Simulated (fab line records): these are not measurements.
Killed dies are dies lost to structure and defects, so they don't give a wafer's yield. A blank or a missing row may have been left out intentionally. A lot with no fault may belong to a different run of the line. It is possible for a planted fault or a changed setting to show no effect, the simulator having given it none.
fab line records -- flow nandHarc
record lots=12, wafers=36, lastDay=33
route steps=1302 shown A_BONDPAD@1223 THIN_TSV@1269 END@1302
lots with no fault: from the same line, run without faults
startH: the number of hours between the record's first day and the start of the first shown wafer of the lot -- waitH: hours elapsed since this lot's preceding step -- " same as the row above -- L1.1+2: several wafers, shown together as one row -- - value missing, or start not given -- * or withheld: withheld -- < > ~ a bound
route shown NAME@n: a module of which the file shows steps, and the number in the route of the first -- usual: mean and standard deviation over wafers with no fault -- same: alike in all rows -- chamber/n: place in a boat -- sites: each site's reading -- _std_site: how widely they spread, as a standard deviation -- _edge_site: inner sites' mean taken away from outer sites' mean -- radiusMm: how far each site lies from the wafer's centre -- mask NAME#n: copy n -- behind: tool/chamber where the wafer was last shaped -- hold: what put the lot on hold/how long, in hours/how the hold closed -- device: names the non-switching transistor (n, p or np) -- end of line: tests of these same wafers at the route's end -- where a step has no rows: the recipe by itself -- killed: count of dies lost to structure and defects at first sort (not the wafer's yield) -- map: the dies of a wafer, with x for killed, . for not killed, _ for no die there
set.NAME: the run value of the setting; set.NAME@STEP: its run value at that earlier step -- model.NAME: the simulator's own value behind a step, which no gauge read
a sample of lots followed through the steps of the route, with each step as a table and each wafer as a row
services: a tool's chamber out of use, with start hour (startH, from the record's first day; less than 0 if before it), hours out, and reason
## steps
# step NHARC_A_BONDPAD_ETCH_24
# recipe targetDepthA=300, overEtchFrac=0.3, timeS=72.99, ionEnergyEv=150, cf4FlowSccm=50, n2FlowSccm=100, arFlowSccm=150, rfW=300, biasW=100, chemistry=CF4/N2
# usual drypumpMotorCurrentA=5.7/0.38, oesProductAu=0.999/0.01, rfVppV=313.9/2.3, showerheadPlenumPTorr=2.60/0.13, throttleValvePct=19.795/0.0097
lot.wafer,tool,chamber,startH,waitH,drypumpMotorCurrentA,oesProductAu,rfHoursCounterH,rfVppV,showerheadPlenumPTorr,throttleValvePct
L331.1,rieDiel-08,1,556.99,0.2,5.8,0.990,1,313.6,2.62,19.788
L331.3,rieDiel-08,0,556.99,0.2,5.2,1.003,1,311.7,2.45,19.782
L331.4,rieDiel-08,0,556.99,0.2,5.2,1.001,-,311.7,2.45,19.799
L334.2,rieDiel-10,3,573.08,0.2,5.0,0.993,3,315.7,2.78,19.796
L334.5,rieDiel-10,0,573.08,0.2,5.6,0.997,-,314.6,2.65,19.810
L334.6,rieDiel-10,3,573.08,0.2,5.0,1.005,-,317.2,2.79,19.779
L332.2,rieDiel-13,2,579.53,-,6.3,0.996,13,312.4,2.48,19.786
L332.3,rieDiel-13,1,579.53,-,6.1,1.011,15,312.8,2.49,19.793
L332.6,rieDiel-13,3,579.53,-,5.8,0.988,-,314.0,2.60,19.808
L335.3,rieDiel-13,0,598.28,-,5.4,0.987,17,317.9,2.83,19.793
L335.2,rieDiel-13,1,598.28,-,6.2,1.004,18,310.7,2.49,19.799
L335.6,rieDiel-13,0,598.28,-,5.4,0.993,-,317.9,2.83,19.794
L339.1,rieDiel-08,1,614.47,-,5.8,0.994,26,313.9,2.61,19.816
L339.3,rieDiel-08,2,614.47,-,6.0,1.002,3,313.0,2.55,19.804
L339.6,rieDiel-08,2,614.47,-,5.9,1.006,-,313.1,2.55,19.780
L338.3,rieDiel-10,1,619.79,-,5.7,1.016,0,312.5,2.47,19.801
L338.1,rieDiel-10,2,619.79,-,5.9,1.016,0,312.0,2.56,19.806
L338.6,rieDiel-10,0,619.79,-,5.7,1.002,-,313.8,2.65,19.802
L340.1,rieDiel-13,2,636.61,-,6.3,0.987,22,309.0,2.48,19.789
L340.5,rieDiel-13,3,636.61,-,5.8,1.003,-,314.7,2.59,19.788
L340.6,rieDiel-13,0,636.61,-,5.4,0.986,-,318.1,2.83,19.795
L341.1,rieDiel-13,0,639.96,-,5.4,0.996,24,317.2,2.83,19.784
L341.2,rieDiel-13,1,639.96,-,6.2,1.005,24,311.1,2.49,19.778
L341.3,rieDiel-13,3,639.96,-,5.8,0.999,21,312.1,2.60,19.787
L346.1,rieDiel-10,0,684.25,-,5.7,0.982,2,314.6,2.65,19.800
L346.3,rieDiel-10,1,684.25,-,5.7,1.009,2,310.5,2.47,19.802
L346.2,rieDiel-10,2,684.25,-,5.9,1.019,1,312.7,2.56,19.803
L347.1,rieDiel-13,3,705.87,-,5.8,0.993,0,313.6,2.59,19.799
L347.5,rieDiel-13,1,705.87,-,6.2,0.994,-,312.2,2.48,19.791
L347.6,rieDiel-13,2,705.87,-,6.3,0.973,-,312.7,2.47,19.798
L348.2,rieDiel-13,3,723.31,-,5.8,0.999,2,314.8,2.59,19.808
L348.5,rieDiel-13,2,723.31,-,6.2,0.987,-,311.0,2.47,19.782
L348.6,rieDiel-13,3,723.31,-,5.7,0.995,-,313.3,2.59,19.788
L354.4,rieDiel-08,3,768.85,-,5.8,1.007,13,312.9,2.53,19.799
L354.2,rieDiel-08,2,768.85,-,5.9,0.996,7,311.2,2.53,19.790
L354.6,rieDiel-08,0,768.85,-,5.2,1.008,-,318.1,2.83,19.784
# step NHARC_THIN_TSV_STRIP_62
# recipe powerW=1500, tempC=250, timeS=20, chemistry=N2/H2
# usual drypumpMotorCurrentA=5.7/0.58, heaterPowerW=344/12, tempC=250.01/0.2
lot.wafer,tool,chamber,startH,waitH,drypumpMotorCurrentA,heaterPowerW,rfHoursCounterH,tempC
L331.1,plasmaAsher-01,0,574.85,-,5.5,356,7,249.95
L331.3,plasmaAsher-01,1,574.85,-,6.2,341,-,249.98
L331.4,plasmaAsher-01,0,574.85,-,5.5,365,-,249.92
L334.2,plasmaAsher-02,0,592.26,-,4.8,346,30,249.99
L334.6,plasmaAsher-02,1,592.26,-,6.4,329,-,249.59
L334.5,plasmaAsher-02,0,592.26,-,4.8,353,-,249.87
L332.2,plasmaAsher-02,0,597.08,-,4.8,351,31,249.80
L332.3,plasmaAsher-02,0,597.08,-,4.9,358,-,249.89
L332.6,plasmaAsher-02,1,597.08,-,6.4,332,-,250.47
L335.2,plasmaAsher-02,0,618.57,-,4.8,334,1,250.09
L335.3,plasmaAsher-02,0,618.57,-,4.8,343,-,249.84
L335.6,plasmaAsher-02,0,618.57,-,4.8,340,-,249.76
L339.1,plasmaAsher-01,1,632.49,-,6.2,352,22,250.06
L339.3,plasmaAsher-01,0,632.49,-,5.5,353,-,250.05
L339.6,plasmaAsher-01,0,632.49,-,5.5,348,-,249.98
L338.1,plasmaAsher-02,1,636.71,-,6.4,329,6,249.88
L338.3,plasmaAsher-02,0,636.71,-,4.8,349,-,249.92
L338.6,plasmaAsher-02,0,636.71,-,4.8,336,-,250.22
L340.1,plasmaAsher-02,1,655.97,-,6.4,327,9,250.07
L340.6,plasmaAsher-02,1,655.97,-,6.3,332,-,249.93
L340.5,plasmaAsher-02,0,655.97,-,4.8,333,-,249.74
L341.2,plasmaAsher-02,1,657.22,-,6.4,322,10,250.31
L341.1,plasmaAsher-02,0,657.22,-,4.8,332,10,250.29
L341.3,plasmaAsher-02,1,657.22,-,6.4,329,-,250.30
L346.2,plasmaAsher-02,1,702.09,-,6.4,329,20,249.60
L346.1,plasmaAsher-02,0,702.09,-,4.8,347,20,250.02
L346.3,plasmaAsher-02,1,702.09,-,6.4,327,-,249.85
L347.1,plasmaAsher-01,1,725.53,-,6.2,367,3,249.87
L347.6,plasmaAsher-01,1,725.53,-,6.2,360,-,250.12
L347.5,plasmaAsher-01,0,725.53,-,5.5,353,-,250.07
L348.2,plasmaAsher-01,0,739.13,-,5.5,342,6,249.82
L348.6,plasmaAsher-01,0,739.13,-,5.5,350,-,249.75
L348.5,plasmaAsher-01,1,739.13,-,6.2,363,-,250.21
L354.2,plasmaAsher-01,0,784.80,-,5.5,345,17,250.19
L354.4,plasmaAsher-01,0,784.80,-,5.5,343,-,250.12
L354.6,plasmaAsher-01,1,784.80,-,6.1,354,-,249.88
# step NHARC_THIN_TSV_CD_MEAS_37
# usual cdNm=5000/3.1
lot.wafer,tool,chamber,startH,waitH,cdNm
L331.1,cdSem-03,-,579.58,-,4997
L331.3,cdSem-03,-,579.58,-,4997
L331.4,cdSem-03,-,579.58,-,4994
L334.2,cdSem-02,-,596.86,-,4999
L334.5,cdSem-02,-,596.86,-,5001
L334.6,cdSem-02,-,596.86,-,4999
L332.2,cdSem-01,-,601.68,-,5000
L332.3,cdSem-01,-,601.68,-,5001
L332.6,cdSem-01,-,601.68,-,4998
L335.2,cdSem-02,-,623.18,-,5000
L335.3,cdSem-02,-,623.18,-,4998
L335.6,cdSem-02,-,623.18,-,5000
L339.1,cdSem-02,-,637.27,-,4999
L339.3,cdSem-02,-,637.27,-,5005
L339.6,cdSem-02,-,637.27,-,5002
L338.1,cdSem-02,-,641.33,-,4996
L338.3,cdSem-02,-,641.33,-,4994
L338.6,cdSem-02,-,641.33,-,4996
L340.1,cdSem-03,-,660.72,-,5002
L340.5,cdSem-03,-,660.72,-,5000
L340.6,cdSem-03,-,660.72,-,5003
L341.1,cdSem-01,-,661.97,-,4998
L341.2,cdSem-01,-,661.97,-,5001
L341.3,cdSem-01,-,661.97,-,5002
L346.1,cdSem-01,-,706.88,-,4997
L346.2,cdSem-01,-,706.88,-,4996
L346.3,cdSem-01,-,706.88,-,4995
L347.1,cdSem-03,-,730.29,-,5003
L347.5,cdSem-03,-,730.29,-,5004
L347.6,cdSem-03,-,730.29,-,4996
L348.2,cdSem-01,-,743.74,-,5003
L348.5,cdSem-01,-,743.74,-,5001
L348.6,cdSem-01,-,743.74,-,4998
L354.2,cdSem-01,-,789.51,-,5005
L354.4,cdSem-01,-,789.51,-,5005
L354.6,cdSem-01,-,789.51,-,5002
# step NHARC_END_SORT_01
# recipe tempC=25
# usual defectLimitedYield=92.0/2.6, killedAtArray=49/18, killedAtOther=0.8/1, killedAtPeriphery=4.2/2.8, killedDies=54/18, killedOpen=3.0/1.7, killedShort=2.5/1.6, sort_bin_2_pct=2.8/1.2, sort_bin_3_pct=0.6/0.37, sort_bin_4_pct=4.6/1.5, sortNPass=623/18, sortRimYieldPct=92/4.2, sortYieldPct=92.0/2.6
# same grossDies=677, sort_bin_5_pct[%]=0, sort_bin_6_pct[%]=0, sort_bin_7_pct[%]=0, sort_bin_8_pct[%]=0, sortRimNGross=106.00
lot.wafer,tool,chamber,startH,waitH,defectLimitedYield[%],killedAtArray,killedAtOther,killedAtPeriphery,killedDies,killedOpen,killedShort,sort_bin_2_pct[%],sort_bin_3_pct[%],sort_bin_4_pct[%],sortNPass,sortRimYieldPct[%],sortYieldPct[%]
L331.1,prober-02,0,587.21,2.5,92.8,39,0,10,49,0,2,3.4,0.4,3.4,628,90,92.8
L331.3,prober-02,0,588.81,3.1,89.7,64,0,6,70,3,0,4.3,0.4,5.6,607,85,89.7
L331.4,prober-02,0,589.61,3.4,91.1,52,0,8,60,2,2,3.4,0.3,5.2,617,92,91.1
L334.2,prober-02,0,605.22,2.8,93.1,42,0,5,47,2,6,2.2,0.3,4.4,630,97,93.1
L334.5,prober-02,0,607.63,3.7,94.4,34,0,4,38,5,3,1.0,0.3,4.3,639,97,94.4
L334.6,prober-02,0,608.44,4.0,95.3,27,0,5,32,3,1,1.2,0.4,3.1,645,93,95.3
L332.2,prober-01,0,615.36,2.8,94.7,33,1,2,36,1,1,2.8,0.3,2.2,641,90,94.7
L332.3,prober-01,0,616.17,3.1,88.8,71,0,5,76,2,4,4.1,1.5,5.6,601,91,88.8
L332.6,prober-01,0,618.59,4.0,89.7,66,2,2,70,2,2,4.3,1.0,5.0,607,96,89.7
L335.2,prober-02,0,633.13,2.8,90.4,62,0,3,65,2,4,3.8,0.7,5.0,612,97,90.4
L335.3,prober-02,0,633.93,3.1,90.7,59,1,3,63,2,0,4.4,0.9,4.0,614,92,90.7
L335.6,prober-02,0,636.35,4.0,91.4,55,0,3,58,2,5,4.0,0.6,4.0,619,99,91.4
L339.1,prober-02,0,647.58,2.5,86.6,84,1,6,91,5,2,4.4,0.7,8.3,586,95,86.6
L339.3,prober-02,0,649.16,3.1,88.2,73,1,6,80,3,4,4.6,1.2,6.1,597,92,88.2
L339.6,prober-02,0,651.55,4.0,84.6,99,0,5,104,5,2,6.4,0.9,8.1,573,89,84.6
L338.1,prober-01,0,647.63,2.6,92.3,46,3,3,52,3,2,3.5,0.9,3.2,625,99,92.3
L338.3,prober-01,0,649.23,3.1,90.3,61,2,3,66,4,5,3.7,1.3,4.7,611,92,90.3
L338.6,prober-01,0,651.63,4.0,91.3,54,2,3,59,3,3,2.8,0.6,5.3,618,92,91.3
L341.1,prober-01,0,668.28,2.5,96.6,20,0,3,23,4,4,0.4,0.1,2.8,654,92,96.6
L341.2,prober-01,0,669.07,2.8,95.0,30,1,3,34,4,5,1.6,0.1,3.2,643,97,95.0
L341.3,prober-01,0,669.86,3.1,96.0,25,0,2,27,5,3,0.7,0.1,3.1,650,94,96.0
L340.1,prober-02,0,668.32,2.5,86.9,85,0,4,89,1,0,4.7,1.5,6.9,588,88,86.9
L340.5,prober-02,0,671.50,3.7,87.3,83,0,3,86,2,0,4.4,1.3,6.9,591,91,87.3
L340.6,prober-02,0,672.30,4.0,87.6,79,2,3,84,1,3,4.9,0.7,6.8,593,86,87.6
L346.1,prober-02,0,711.62,2.5,94.4,34,0,4,38,5,3,1.9,0.1,3.5,639,90,94.4
L346.2,prober-02,0,712.42,2.8,94.5,34,0,3,37,4,4,1.0,0,4.4,640,97,94.5
L346.3,prober-02,0,713.21,3.1,94.8,28,0,7,35,6,0,1.3,0.1,3.7,642,92,94.8
L347.1,prober-01,0,739.86,2.5,86.9,85,0,4,89,3,3,4.1,0.9,8.1,588,92,86.9
L347.5,prober-01,0,743.06,3.7,90.5,60,0,4,64,3,0,3.7,0.6,5.2,613,85,90.5
L347.6,prober-01,0,743.86,4.0,78.7,137,0,7,144,2,2,8.6,2.7,10.0,533,94,78.7
L348.2,prober-01,0,750.95,2.8,91.0,53,3,5,61,3,1,2.5,0.3,6.2,616,89,91.0
L348.5,prober-01,0,753.35,3.7,83.2,108,0,6,114,2,3,8.4,1.9,6.5,563,88,83.2
L348.6,prober-01,0,754.15,4.0,91.1,59,0,1,60,1,0,3.7,0.4,4.7,617,96,91.1
L354.2,prober-01,0,799.01,2.8,90.4,61,2,2,65,2,3,3.7,0.3,5.6,612,91,90.4
L354.4,prober-01,0,800.59,3.4,91.1,55,3,2,60,1,1,3.5,0.7,4.6,617,90,91.1
L354.6,prober-01,0,802.18,4.0,91.7,53,1,2,56,3,4,3.1,0.9,4.3,621,92,91.7
# killed by level:class
L331.1 A_SLIT:chamberFilmFlake=19 A_CHANNEL_HOLE_D1:chamberFilmFlake=16 P_ZERO_WELL:chamberFilmFlake=4 P_GATE:chamberFilmFlake=2 P_BONDPAD:chamberFilmFlake=2 A_CHANNEL_HOLE_D2:chamberFilmFlake=2 P_M0:geometricParticle:short=1 A_ONON_D2:geometricParticle:short=1
L331.3 A_CHANNEL_HOLE_D1:chamberFilmFlake=35 A_SLIT:chamberFilmFlake=17 P_ZERO_WELL:chamberFilmFlake=3 A_STAIRCASE:chamberFilmFlake=3 A_CONTACT:chamberFilmFlake=3 P_BONDPAD:chamberFilmFlake=2 A_CHANNEL_HOLE_D2:chamberFilmFlake=2 A_ONON_D1:geometricParticle:open=1
L331.4 A_SLIT:chamberFilmFlake=22 A_CHANNEL_HOLE_D1:chamberFilmFlake=18 A_CHANNEL_HOLE_D2:chamberFilmFlake=7 A_CONTACT:chamberFilmFlake=3 P_GATE:chamberFilmFlake=2 P_BONDPAD:chamberFilmFlake=2 P_CONTACT:geometricParticle:open=1 P_M0:geometricParticle:open=1
L334.2 A_SLIT:chamberFilmFlake=14 A_CHANNEL_HOLE_D2:chamberFilmFlake=12 A_CONTACT:chamberFilmFlake=7 A_DECK1_JOINT:geometricParticle:short=2 A_CHANNEL_FILL_D2:geometricParticle:short=2 P_GATE:chamberFilmFlake=2 P_M1:chamberFilmFlake=2 P_M0:geometricParticle:open=1
L334.5 A_SLIT:chamberFilmFlake=12 A_CONTACT:chamberFilmFlake=7 A_CHANNEL_HOLE_D2:chamberFilmFlake=6 A_CHANNEL_FILL_D1:geometricParticle:open=2 A_WL_FILL:chamberFilmFlake=2 P_M0:geometricParticle:open=1 P_M1:geometricParticle:open=1 A_CHANNEL_FILL_D1:geometricParticle:short=1
L334.6 A_SLIT:chamberFilmFlake=10 A_CONTACT:chamberFilmFlake=7 A_CHANNEL_HOLE_D2:chamberFilmFlake=4 P_GATE:chamberFilmFlake=2 P_M1:chamberFilmFlake=2 A_CHANNEL_HOLE_D1:chamberFilmFlake=2 P_STI:geometricParticle:open=1 A_DECK1_JOINT:geometricParticle:open=1
L332.2 A_CHANNEL_HOLE_D1:chamberFilmFlake=14 A_CHANNEL_HOLE_D2:chamberFilmFlake=7 A_CONTACT:chamberFilmFlake=5 A_STAIRCASE:chamberFilmFlake=3 A_CHANNEL_FILL_D1:chamberFilmFlake=2 P_M2:geometricParticle:open=1 A_ONON_D1:geometricParticle:short=1 P_BONDPAD:chamberFilmFlake=1
L332.3 A_CHANNEL_HOLE_D1:chamberFilmFlake=39 A_CHANNEL_HOLE_D2:chamberFilmFlake=17 A_CONTACT:chamberFilmFlake=4 A_CHANNEL_FILL_D1:chamberFilmFlake=3 A_STAIRCASE:chamberFilmFlake=3 A_BLC:chamberFilmFlake=2 P_CONTACT:geometricParticle:short=1 P_M0:geometricParticle:open=1
L332.6 A_CHANNEL_HOLE_D2:chamberFilmFlake=23 A_CHANNEL_HOLE_D1:chamberFilmFlake=22 A_BLC:chamberFilmFlake=5 A_STAIRCASE:chamberFilmFlake=4 A_CHANNEL_FILL_D1:chamberFilmFlake=3 A_CONTACT:chamberFilmFlake=2 A_ZERO_WELL:chamberFilmFlake=2 THIN_TSV:chamberFilmFlake=2
L335.2 A_CHANNEL_HOLE_D2:chamberFilmFlake=26 A_CHANNEL_HOLE_D1:chamberFilmFlake=23 A_CONTACT:chamberFilmFlake=3 A_CHANNEL_FILL_D1:chamberFilmFlake=2 P_CONTACT:geometricParticle:short=1 A_ONON_D1:geometricParticle:open=1 A_ONON_D1:geometricParticle:short=1 A_ONON_D2:geometricParticle:short=1
L335.3 A_CHANNEL_HOLE_D2:chamberFilmFlake=37 A_CHANNEL_HOLE_D1:chamberFilmFlake=17 P_ZERO_WELL:chamberFilmFlake=2 A_CHANNEL_HOLE_D1:geometricParticle:open=1 A_CHANNEL_FILL_D2:geometricParticle:open=1 P_M0:chamberFilmFlake=1 A_CHANNEL_FILL_D1:chamberFilmFlake=1 A_SLIT:chamberFilmFlake=1
L335.6 A_CHANNEL_HOLE_D2:chamberFilmFlake=23 A_CHANNEL_HOLE_D1:chamberFilmFlake=23 A_CONTACT:geometricParticle:short=2 P_M2:geometricParticle:open=1 A_ONON_D2:geometricParticle:short=1 A_CHANNEL_FILL_D2:geometricParticle:short=1 A_CHANNEL_FILL_D2:geometricParticle:open=1 A_WL_FILL:geometricParticle:short=1
L339.1 A_SLIT:chamberFilmFlake=29 A_CHANNEL_HOLE_D2:chamberFilmFlake=24 A_CHANNEL_HOLE_D1:chamberFilmFlake=20 P_STI:chamberFilmFlake=4 A_CONTACT:chamberFilmFlake=3 P_CONTACT:geometricParticle:open=2 A_WL_FILL:geometricParticle:short=2 A_ONON_D2:geometricParticle:open=1
L338.1 A_SLIT:chamberFilmFlake=29 A_CHANNEL_HOLE_D2:chamberFilmFlake=7 A_CHANNEL_HOLE_D1:chamberFilmFlake=3 A_WL_FILL:chamberFilmFlake=3 THIN_TSV:chamberFilmFlake=3 P_GATE:geometricParticle:open=1 P_M2:geometricParticle:short=1 A_BLC:geometricParticle:open=1
L339.3 A_CHANNEL_HOLE_D2:chamberFilmFlake=31 A_CHANNEL_HOLE_D1:chamberFilmFlake=17 A_SLIT:chamberFilmFlake=14 P_STI:chamberFilmFlake=3 A_CONTACT:chamberFilmFlake=3 P_M1:geometricParticle:short=1 A_ONON_D1:geometricParticle:open=1 A_ONON_D1:geometricParticle:short=1
L338.3 A_SLIT:chamberFilmFlake=35 A_CHANNEL_HOLE_D2:chamberFilmFlake=11 P_CONTACT:geometricParticle:short=2 A_WL_FILL:geometricParticle:short=2 A_STAIRCASE:chamberFilmFlake=2 A_WL_FILL:chamberFilmFlake=2 A_BONDPAD:chamberFilmFlake=2 THIN_TSV:chamberFilmFlake=2
L339.6 A_CHANNEL_HOLE_D2:chamberFilmFlake=38 A_SLIT:chamberFilmFlake=28 A_CHANNEL_HOLE_D1:chamberFilmFlake=22 A_CHANNEL_FILL_D1:chamberFilmFlake=4 P_STI:chamberFilmFlake=3 A_WL_FILL:geometricParticle:short=2 P_M0:geometricParticle:open=1 A_CHANNEL_FILL_D2:geometricParticle:open=1
L338.6 A_SLIT:chamberFilmFlake=29 A_CHANNEL_HOLE_D2:chamberFilmFlake=11 A_ZERO_WELL:chamberFilmFlake=2 THIN_TSV:chamberFilmFlake=2 A_STAIRCASE:chamberFilmFlake=2 A_WL_FILL:chamberFilmFlake=2 P_ZERO_WELL:geometricParticle:open=1 P_GATE:geometricParticle:open=1
L341.1 A_CHANNEL_HOLE_D1:chamberFilmFlake=4 A_CHANNEL_HOLE_D2:chamberFilmFlake=3 A_CHANNEL_FILL_D2:chamberFilmFlake=3 A_WL_FILL:geometricParticle:short=2 A_SLIT:chamberFilmFlake=2 P_M0:geometricParticle:open=1 P_M1:geometricParticle:open=1 A_CHANNEL_FILL_D1:geometricParticle:short=1
L340.1 A_SLIT:chamberFilmFlake=26 A_CHANNEL_HOLE_D1:chamberFilmFlake=25 A_CHANNEL_HOLE_D2:chamberFilmFlake=17 A_CONTACT:chamberFilmFlake=10 P_ZERO_WELL:chamberFilmFlake=3 A_CHANNEL_FILL_D2:chamberFilmFlake=3 A_ONON_D1:geometricParticle:open=1 P_STI:chamberFilmFlake=1
L341.2 A_CHANNEL_HOLE_D2:chamberFilmFlake=6 A_STAIRCASE:chamberFilmFlake=6 A_CHANNEL_HOLE_D1:chamberFilmFlake=5 A_WL_FILL:geometricParticle:short=2 A_CHANNEL_FILL_D2:chamberFilmFlake=2 A_DECK1_JOINT:chamberFilmFlake=2 P_M0:geometricParticle:open=1 P_M1:geometricParticle:short=1
L341.3 A_CHANNEL_HOLE_D1:chamberFilmFlake=11 A_CHANNEL_FILL_D1:geometricParticle:short=2 A_DECK1_JOINT:chamberFilmFlake=2 A_CHANNEL_HOLE_D2:chamberFilmFlake=2 A_CONTACT:chamberFilmFlake=2 P_CONTACT:geometricParticle:open=1 P_M0:geometricParticle:open=1 A_DECK1_JOINT:geometricParticle:open=1
L340.5 A_CHANNEL_HOLE_D1:chamberFilmFlake=42 A_SLIT:chamberFilmFlake=15 A_CHANNEL_HOLE_D2:chamberFilmFlake=11 A_CONTACT:chamberFilmFlake=8 A_STAIRCASE:chamberFilmFlake=4 P_M2:geometricParticle:open=1 A_CHANNEL_FILL_D1:geometricParticle:open=1 P_ZERO_WELL:chamberFilmFlake=1
L340.6 A_SLIT:chamberFilmFlake=33 A_CHANNEL_HOLE_D1:chamberFilmFlake=21 A_CHANNEL_HOLE_D2:chamberFilmFlake=9 A_CONTACT:chamberFilmFlake=4 A_CHANNEL_FILL_D1:chamberFilmFlake=3 A_CHANNEL_FILL_D2:chamberFilmFlake=3 A_STAIRCASE:chamberFilmFlake=3 THIN_TSV:chamberFilmFlake=2
L346.1 A_STAIRCASE:chamberFilmFlake=7 A_CHANNEL_HOLE_D1:chamberFilmFlake=5 A_CONTACT:chamberFilmFlake=4 A_CHANNEL_HOLE_D2:chamberFilmFlake=4 A_WL_FILL:geometricParticle:open=2 P_CONTACT:chamberFilmFlake=2 A_CHANNEL_FILL_D2:chamberFilmFlake=2 A_SLIT:chamberFilmFlake=2
L346.2 A_CHANNEL_HOLE_D1:chamberFilmFlake=8 A_CONTACT:chamberFilmFlake=5 A_CHANNEL_HOLE_D2:chamberFilmFlake=4 A_SLIT:chamberFilmFlake=4 A_STAIRCASE:chamberFilmFlake=2 P_CONTACT:geometricParticle:short=1 A_ONON_D1:geometricParticle:open=1 A_DECK1_JOINT:geometricParticle:short=1
L346.3 A_CHANNEL_HOLE_D1:chamberFilmFlake=7 A_CONTACT:chamberFilmFlake=6 A_CHANNEL_HOLE_D2:chamberFilmFlake=5 A_CHANNEL_FILL_D1:geometricParticle:open=3 P_STI:chamberFilmFlake=3 A_SLIT:chamberFilmFlake=3 P_M0:geometricParticle:open=1 A_SOURCE_PLATE:geometricParticle:open=1
L347.1 A_CHANNEL_HOLE_D1:chamberFilmFlake=37 A_CHANNEL_HOLE_D2:chamberFilmFlake=28 A_CONTACT:chamberFilmFlake=7 A_SLIT:chamberFilmFlake=6 P_M0:geometricParticle:open=2 A_WL_FILL:geometricParticle:short=2 A_DECK1_JOINT:chamberFilmFlake=2 A_CHANNEL_HOLE_D1:geometricParticle:short=1
L347.5 A_CHANNEL_HOLE_D1:chamberFilmFlake=19 A_CHANNEL_HOLE_D2:chamberFilmFlake=15 A_SLIT:chamberFilmFlake=7 A_CONTACT:chamberFilmFlake=7 A_STAIRCASE:chamberFilmFlake=6 P_CONTACT:chamberFilmFlake=2 A_BLC:chamberFilmFlake=2 A_BONDPAD:chamberFilmFlake=2
L347.6 A_BONDPAD:unspecified=71 A_CHANNEL_HOLE_D1:chamberFilmFlake=40 A_CHANNEL_HOLE_D2:chamberFilmFlake=11 A_STAIRCASE:chamberFilmFlake=5 P_M1:chamberFilmFlake=4 A_CONTACT:chamberFilmFlake=4 A_SLIT:chamberFilmFlake=2 P_CONTACT:chamberFilmFlake=2
L348.2 A_SLIT:chamberFilmFlake=15 A_CHANNEL_HOLE_D1:chamberFilmFlake=14 A_CONTACT:chamberFilmFlake=7 A_CHANNEL_HOLE_D2:chamberFilmFlake=5 P_CONTACT:chamberFilmFlake=4 A_STAIRCASE:chamberFilmFlake=4 A_CHANNEL_FILL_D2:chamberFilmFlake=3 THIN_TSV:chamberFilmFlake=3
L348.5 A_BONDPAD:unspecified=67 A_SLIT:chamberFilmFlake=21 A_STAIRCASE:chamberFilmFlake=6 A_CONTACT:chamberFilmFlake=4 A_CHANNEL_HOLE_D1:chamberFilmFlake=3 A_CHANNEL_HOLE_D2:chamberFilmFlake=2 P_GATE:geometricParticle:open=1 P_GATE:geometricParticle:short=1
L348.6 A_SLIT:chamberFilmFlake=36 A_CHANNEL_HOLE_D1:chamberFilmFlake=7 A_CONTACT:chamberFilmFlake=7 A_STAIRCASE:chamberFilmFlake=2 A_SGD_CUT:chamberFilmFlake=2 A_WL_FILL:chamberFilmFlake=2 A_WL_FILL:geometricParticle:open=1 P_GATE:chamberFilmFlake=1
L354.2 A_CHANNEL_HOLE_D2:chamberFilmFlake=20 A_CHANNEL_HOLE_D1:chamberFilmFlake=19 A_CONTACT:chamberFilmFlake=9 A_SLIT:chamberFilmFlake=8 A_ZERO_WELL:chamberFilmFlake=3 P_CONTACT:geometricParticle:open=1 P_M0:geometricParticle:open=1 A_ONON_D2:geometricParticle:short=1
L354.4 A_CHANNEL_HOLE_D2:chamberFilmFlake=29 A_CHANNEL_HOLE_D1:chamberFilmFlake=10 A_SLIT:chamberFilmFlake=8 A_CONTACT:chamberFilmFlake=5 THIN_TSV:chamberFilmFlake=3 A_WL_FILL:chamberFilmFlake=2 P_GATE:geometricParticle:open=1 A_ONON_D2:geometricParticle:short=1
L354.6 A_CHANNEL_HOLE_D2:chamberFilmFlake=16 A_CHANNEL_HOLE_D1:chamberFilmFlake=13 A_SLIT:chamberFilmFlake=11 A_CONTACT:chamberFilmFlake=5 A_DECK1_JOINT:geometricParticle:short=2 A_CHANNEL_FILL_D2:geometricParticle:short=2 A_ONON_D1:geometricParticle:open=1 A_CHANNEL_FILL_D1:geometricParticle:open=1
## services
tool,chamber,startH,hours,kind
rieDiel-08,3,538.83,31.0,repair
rieDiel-10,2,539.67,55.8,repair
rieDiel-08,-,545.11,9.0,pm
rieDiel-10,1,553.58,7.2,repair
rieDiel-08,2,560.10,45.4,repair
plasmaAsher-02,-,561.86,2.2,repair
rieDiel-10,1,571.19,13.0,repair
rieDiel-10,-,596.62,9.0,pm
plasmaAsher-02,-,603.27,9.0,pm
plasmaAsher-02,0,603.27,9.0,ventCycle
plasmaAsher-02,1,603.27,9.0,ventCycle
plasmaAsher-02,0,612.27,-,clean
rieDiel-13,1,618.92,4.5,repair
rieDiel-10,2,626.82,18.7,repair
rieDiel-10,2,658.02,11.6,repair
rieDiel-08,1,681.62,4.2,repair
rieDiel-13,-,696.40,9.0,pm
plasmaAsher-01,-,696.54,9.0,pm
rieDiel-08,-,722.91,9.0,pm
rieDiel-10,-,723.19,0.9,repair
rieDiel-08,2,740.51,2.4,repair
rieDiel-08,2,745.24,7.4,repair
rieDiel-10,-,773.62,9.0,pm
plasmaAsher-02,-,780.27,9.0,pm
## key
firstSign step=NHARC_END_SORT_01, reading=killedDies, direction=up, sigmas=4.2, usual=54, struck=129
effect step=NHARC_END_SORT_01, reading=defectLimitedYield, direction=down, sigmas=4.2, usual=92.0, struck=80.9
moreKillsBornAt NHARC_A_BONDPAD_ETCH_24@rieDiel-13=136
metAt NHARC_A_BONDPAD_ETCH_24
struckLots L347,L348
struckWafers L347.6,L348.5
notActingAt NHARC_THIN_TSV_STRIP_62,NHARC_THIN_TSV_CD_MEAS_37
onsetBetween 636.61 705.87
fault kind=chamberParticleSource, tool=rieDiel-13, chamber=2, onsetH=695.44, steps=NHARC_A_BONDPAD_ETCH_24, ratePerVisitCm2=0.45805, endH=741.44
